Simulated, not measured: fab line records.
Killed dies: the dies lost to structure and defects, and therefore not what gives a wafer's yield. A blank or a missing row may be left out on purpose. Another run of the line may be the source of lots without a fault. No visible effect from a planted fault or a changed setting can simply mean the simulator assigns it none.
fab line records | flow nand-harc
record: lots: 5 wafers: 13 last-day: 25
route steps=1159 shown A_WL_FILL@818 A_CONTACT@840 END@1159
lots untouched by any fault: they come from a run of this same line in which no faults occurred
start-h: hours from the record's first day to the start of the lot's first wafer shown | wait-h: hours elapsed since this lot's preceding step | " the same as in the row above | L1.1+2: one row covering several wafers at once | - no value, or no start given | * or withheld: withheld | < > ~ a bound
route shown NAME@n: NAME is a module with steps in the file, n the number in the route of the first one | usual: average and standard deviation across the fault-free wafers | same: alike in all rows | chamber/n: place in a boat | sites: each site's reading | _std_site: standard deviation of those values | _edge_site: outer sites' mean less inner sites' | radius-mm: how far each site lies from the wafer's centre | mask NAME#n: copy n | behind: the tool/chamber that last shaped the wafer | hold: why the lot went on hold/how many hours it stayed there/how the hold came to an end | device: names the non-switching transistor (n, p or np) | end of line: the route-end tests of the same wafers | a step with no rows: only its recipe | killed: dies lost to structure and defects at the first sort, not the wafer's yield | map: a wafer's dies, marking killed ones x, the rest . and places with no die _
set.NAME: the setting the step ran with; set.NAME@STEP: the setting that earlier step ran with | model.NAME: the simulator's own value behind a step, which no gauge read
lots at some steps of the route; a table a step, a row a wafer
services: a tool's chamber out of use, with start hour (start-h, from the record's first day; less than 0 if before it), hours out, and reason
== steps ==
step: NHARC_A_WL_FILL_PRECLEAN_06
recipe: time-s: 300 chemistry: DIW
step: NHARC_A_WL_FILL_SRD_07
step: NHARC_A_WL_FILL_ANNEAL_08
recipe: temp-c: 450 time-s: 1800
step: NHARC_A_WL_FILL_ALD_10
recipe: target-thk-a: 500 pulse-time-s: 10 ald-cycles: 500 temp-c: 300 material: SiO2
step: NHARC_A_WL_FILL_ETCHBACK_16
recipe: target-depth-a: 880 time-s: 17.6 c4f8-flow-sccm: withheld o2-flow-sccm: 8 ar-flow-sccm: withheld rf-w: 600 bias-w: 800 chemistry: C4F8/O2/Ar
usual: oes-product-au: 0.97/0.034 rf-vpp-V: 724/4.2
same: time-s: 17.6
columns lot.wafer tool chamber start-h wait-h oes-product-au rf-hours-counter-h rf-vpp-V
L149.1 rie-diel-09 3 - - 1.01 3.1 722
L149.3 " 1 " " 0.98 4.2 720
L149.6 " 3 " " 1.01 - 722
L162.4 rie-diel-09 2 - - 0.93 6.9 719
L162.2 " 3 " " 0.92 5.3 724
L162.5 " 1 " " 0.91 - 722
L163.1 rie-diel-02 0 - - 1.00 7.2 725
L163.2 " 1 " " 0.98 7.8 716
L163.4 " 3 " " 0.99 7.4 727
L159.2 rie-diel-10 3 - - 1.01 1.6 723
L169.2 rie-diel-10 3 - - 0.93 2.9 725
L169.4 " 1 " " 0.92 2.7 730
L169.6 " 3 " " 0.93 - 724
step: NHARC_A_WL_FILL_STRIP_29
recipe: time-s: 20 o2-flow-sccm: 500 ar-flow-sccm: 0 bias-w: 0 chemistry: O2
step: NHARC_A_WL_FILL_ETCHBACK_17
recipe: target-depth-a: 40 time-s: 26.7 chemistry: Cl2/BCl3
usual: drypump-motor-current-A: 6.1/0.32 oes-product-au: 1.000/0.0087
same: time-s: 26.7
columns lot.wafer tool chamber start-h wait-h drypump-motor-current-A oes-product-au rf-hours-counter-h
L149.1 rie-metal-02 0 349.78 - 5.8 0.992 3.1
L149.3 " 0 " " 5.8 0.993 -
L149.6 " 1 " " 6.4 1.005 -
L162.2 rie-metal-03 0 419.02 - 5.8 1.008 4.2
L162.4 " 0 " " 5.8 1.005 -
L162.5 " 0 " " 5.8 1.011 -
L163.1 rie-metal-03 0 433.40 - 5.8 1.011 4.5
L163.2 " 1 " " 6.0 0.993 4.4
L163.4 " 0 " " 5.8 1.014 -
L159.2 rie-metal-02 0 433.56 - 5.8 0.997 0.8
L169.2 rie-metal-03 0 499.95 - 5.8 1.000 1.0
L169.4 " 0 " " 5.8 0.991 -
L169.6 " 0 " " 5.8 0.994 -
step: NHARC_A_WL_FILL_PRECLEAN_18
recipe: time-s: 30 chemistry: dHF
step: NHARC_A_WL_FILL_SRD_21
step: NHARC_A_WL_FILL_CVD_23
recipe: target-thk-a: 400 temp-c: 620 pressure-mtorr: 200 time-s: 800 material: poly-Si
step: NHARC_A_WL_FILL_ETCHBACK_26
recipe: target-depth-a: 520 time-s: 13.3 hbr-flow-sccm: 150 rf-w: 350 icp-w: 350 bias-w: 60 chemistry: HBr
usual: drypump-motor-current-A: 5.9/0.56 oes-product-au: 1.000/0.01 throttle-valve-pct: 23.265/0.0098
same: time-s: 13.3
columns lot.wafer tool chamber start-h wait-h drypump-motor-current-A oes-product-au rf-hours-counter-h throttle-valve-pct
L149.3 rie-si-01 1 355.13 0.4 6.4 1.010 0.3 23.264
L149.1 " 2 " " 5.6 1.005 0.1 23.272
L149.6 " 0 " " 6.7 1.007 - 23.249
L162.4 rie-si-02 2 424.35 0.4 5.7 0.982 0.2 23.239
L162.2 " 3 " " 5.6 1.016 0.2 23.261
L162.5 " 3 " " 5.6 1.017 - 23.274
L163.4 rie-si-02 3 438.56 0.4 5.6 1.020 0.3 23.265
L163.1 " 1 " " 5.7 1.011 0.3 23.256
L163.2 " 2 " " 5.7 1.003 0.3 23.254
L159.2 rie-si-01 1 438.58 0.4 6.4 1.017 0.9 23.282
L169.2 rie-si-04 3 505.02 0.4 5.5 0.992 0.3 23.264
L169.4 " 0 " " 6.1 1.007 0.4 23.263
L169.6 " 1 " " 4.8 0.986 - 23.252
step: NHARC_A_WL_FILL_PRECLEAN_30
recipe: time-s: 10 chemistry: dHF
same: time-s: 10
columns lot.wafer tool chamber start-h wait-h
L149.3+1+6 wet-bench-06 0,1,5 355.27 0.1
L162.4+2+5 wet-bench-04 0,1,3 424.49 0.1
L159.2 wet-bench-06 5 438.70 0.1
L163.4+2+1 wet-bench-03 6,0,1 438.71 0.1
L169.2+4+6 wet-bench-04 1,2,3 505.14 0.1
step: NHARC_A_WL_FILL_SRD_14
step: NHARC_A_WL_FILL_ALD_19
recipe: target-thk-a: 20 pulse-time-s: 3 ald-cycles: 100 temp-c: 450 material: TiN
usual: heater-power-w: 1065/120 precursor-pulse-height-rel: 1.001/0.019
columns lot.wafer tool chamber start-h wait-h heater-power-w precursor-pulse-height-rel
L149.3 ald-metal-03 3 355.41 0.1 1040 0.992
L149.1 " 1 " " 1028 1.009
L149.6 " 3 " " 1018 1.005
L162.2 ald-metal-02 1 424.62 0.1 1309 0.995
L162.4 " 0 " " 1030 0.977
L162.5 " 1 " " 1302 0.994
L163.4 ald-metal-03 2 438.85 0.1 1107 1.035
L163.1 " 3 " " 1020 0.978
L163.2 " 0 " " 979 0.993
L159.2 ald-metal-01 3 438.88 0.2 959 0.985
L169.2 ald-metal-01 1 505.27 0.1 1004 0.981
L169.4 " 2 " " 842 0.995
L169.6 " 1 " " 1033 1.015
step: NHARC_A_WL_FILL_CVD_20
recipe: target-thk-a: 750 temp-c: 300 pressure-torr: 40 wf6-flow-sccm: 40 h2-flow-sccm: 1600 ar-flow-sccm: 1560 time-s: 5064 material: W
step: NHARC_A_WL_FILL_CMP_12
recipe: t-overpolish-s: 30 target-thk-nm: 75
step: NHARC_A_WL_FILL_SRD_31
step: NHARC_A_CONTACT_DEP_24
recipe: target-thk-a: 5000 temp-c: 400 pressure-torr: 6.5 rf-w: 900 teos-flow-sccm: 161.4 flow-sccm: 2650 target-thk-nm: 500 gas: O2 material: SiO2
usual: heater-power-w: 562/86 throttle-valve-pct: 16.2/0.49
columns lot.wafer tool chamber start-h wait-h heater-power-w throttle-valve-pct
L149.1 pecvd-03 0 361.20 0.1 458 15.8
L149.3 " 1 " " 557 15.9
L149.6 " 2 " " 612 16.7
L162.2 pecvd-03 1 430.59 0.3 550 15.7
L162.5 " 2 " " 485 16.9
L162.4 " 0 " " 594 16.3
L163.1 pecvd-04 1 444.82 0.3 486 16.8
L163.2 " 2 " " 556 15.3
L163.4 " 0 " " 589 16.7
L159.2 pecvd-01 0 445.09 0.4 613 15.1
L169.2 pecvd-01 0 513.69 0.1 641 15.3
L169.4 " 0 " " 685 15.2
L169.6 " 2 " " 590 16.1
step: NHARC_END_SORT_01
recipe: temp-c: 25
usual: killed-at-array: 28/11 killed-at-other: 0.7/1.1 killed-at-periphery: 2.9/2 killed-dies: 32/11 killed-open: 3.2/1.8 killed-short: 2.0/1.4
same: gross-dies: 677
columns lot.wafer tool chamber start-h wait-h killed-at-array killed-at-other killed-at-periphery killed-dies killed-open killed-short
L159.2 prober-02 0 541.01 2.8 61 2 3 66 3 1
killed by level:class
L159.2 A_WL_FILL:unspecified=37 A_SLIT:chamber-film-flake=8 A_CHANNEL_HOLE_D1:chamber-film-flake=6 A_M0:geometric-particle:open=2 A_CONTACT:chamber-film-flake=2 THIN_TSV:chamber-film-flake=2 A_WL_FILL:geometric-particle:short=1 A_CONTACT:geometric-particle:open=1
map L159.2 (x killed, . not)
____________.____________
_________......._________
_______..........x_______
______.............______
_____..............._____
____...............x.____
____.....x.........xx____
___................x.x___
___...................___
__..............xx...x.__
__................xxx..__
_..............xx..x...._
_..................x...._
_....................x.._
_.....x........x........_
_......................._
.................x...x...
.........................
.........................
x............x...........
.........................
_............x.........._
_......................._
_......................._
_......................._
_......................._
__.x...................__
__.....................__
___...................___
___..x....x...........___
____......xx..x......____
____......xx.xx......____
_____...x.xxxxxxxx.._____
______....xxxxxx...______
_______..xxxxxxxx._______
_________xxxxxxx_________
____________x____________
map L149.3 (x killed, . not)
____________.____________
_________....x.._________
_______..........._______
______.x...........______
_____..............._____
____.................____
____.................____
___...................___
___................x..___
__.....................__
__.....................__
_......................._
_x......................_
_.........x............._
_......................._
_......................._
.......................x.
.........................
.........................
..........x..........x...
.........................
_..x...................._
_.x...................x._
_...............x......._
_.x........x..x........._
_..........x............_
__........x.x.x....x...__
__......x..x...x...x...__
___.......x.x.........___
___....x..x........xxx___
____.........x....xx.____
____.......x........x____
_____....x..x.....xx_____
______.............______
_______.x........._______
_________x......_________
____________.____________
== services ==
columns tool chamber start-h hours kind
rie-diel-09 - 329.72 0.4 repair
ald-metal-03 - 334.84 0.2 repair
rie-si-01 2 338.03 4.5 repair
wet-bench-04 - 339.20 8.0 pm
rie-diel-09 0 342.52 5.1 repair
rie-metal-03 1 348.08 4.5 repair
rie-diel-10 - 353.50 9.0 pm
ald-metal-03 - 355.94 0.6 repair
rie-si-01 2 358.77 4.3 repair
rie-diel-09 0 372.51 3.0 repair
rie-diel-10 0 372.66 6.3 repair
rie-si-02 - 375.95 0.7 repair
wet-bench-04 - 380.31 4.3 repair
rie-si-02 - 388.00 9.0 pm
rie-metal-02 - 388.07 9.0 pm
rie-diel-09 - 390.25 0.7 repair
rie-diel-09 3 404.75 5.5 repair
rie-si-02 1 413.60 1.7 repair
rie-diel-09 - 431.10 9.0 pm
rie-metal-03 - 453.00 9.0 pm
ald-metal-03 2 465.95 2.1 repair
rie-diel-09 1 472.46 2.5 repair
pecvd-03 - 473.31 13.0 pm
ald-metal-03 - 500.00 10.0 pm
== key ==
first-sign: step: NHARC_END_SORT_01 reading: killed-dies direction: up sigmas: 3 usual: 32 struck: 66
effect: step: NHARC_END_SORT_01 reading: killed-at-array direction: up sigmas: 3 usual: 28 struck: 61
more-kills-born-at: NHARC_A_WL_FILL_PRECLEAN_30@wet-bench-06: 37
met-at NHARC_A_WL_FILL_PRECLEAN_30
struck-wafers L159.2
tester-left-out L159
onset-between 355.27 438.70
also-fits NHARC_A_WL_FILL_ETCHBACK_17:rie-metal-02,NHARC_A_WL_FILL_ETCHBACK_26:rie-si-01
fault: kind: chamber-particle-source tool: wet-bench-06 chamber: 5 onset-h: 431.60 steps: NHARC_A_WL_FILL_PRECLEAN_30 rate-per-visit-cm2: 0.58072 end-h: 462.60
tester-left-out: of these lots the tester's yield and bins aren't shown, on N5 and GAA mostly nor the transistor test; their killed dies are dies lost to structure and defects alone, not to doping, threshold or leakage, so they don't give the yield
